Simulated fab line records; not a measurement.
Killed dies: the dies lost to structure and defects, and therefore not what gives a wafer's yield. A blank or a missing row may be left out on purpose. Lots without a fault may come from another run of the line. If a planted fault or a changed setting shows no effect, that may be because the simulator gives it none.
Chamber matching	flow n5_finfet	3 sister chambers for N5_BEOL_M3_PRE_CLEAN_60 on cvd_co-02
The step time 15 s. 6 wafers are shown with their chamber, then 12 later ones without.

## WAFERS, EACH WITH ITS CHAMBER
wafer	chamber	heater_power_w (W)
L087.3	1	81
L087.4	1	81
L087.5	0	49
L088.3	2	88
L088.4	0	48
L088.6	2	90

## WAFERS MISSING THEIR CHAMBER
wafer	heater_power_w (W)
L090.2	48
L090.5	79
L090.6	48
L091.1	81
L091.4	89
L091.5	82
L093.1	85
L093.3	81
L093.4	48
L095.1	48
L095.2	91
L095.3	80

## EACH ONE'S CHAMBER
wafer	from the rows above	in truth
L090.2	0	0
L090.5	1	1
L090.6	0	0
L091.1	1	1
L091.4	2	2
L091.5	1	1
L093.1	can't be placed: 1 or 2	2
L093.3	1	1
L093.4	0	0
L095.1	0	0
L095.2	2	2
L095.3	1	1
11 of 12 placed correctly. Unplaceable from these rows: 1, with the true chamber sitting among the candidates in 1. Placed wrongly: 0.
How it was worked out, from the rows above alone: a wafer's distance from a chamber is the root of the sum, over the readings, of the square of ((its reading less the chamber's mean) divided by the reading's scatter). The wafer belongs to the nearest chamber; if the next one is less than 2 further off, it can't be placed. A chamber's mean is the mean of its shown wafers. The scatter: take each reading less its chamber's mean, square it, sum over the shown wafers, divide by the number of wafers less the number of chambers, and take the root.
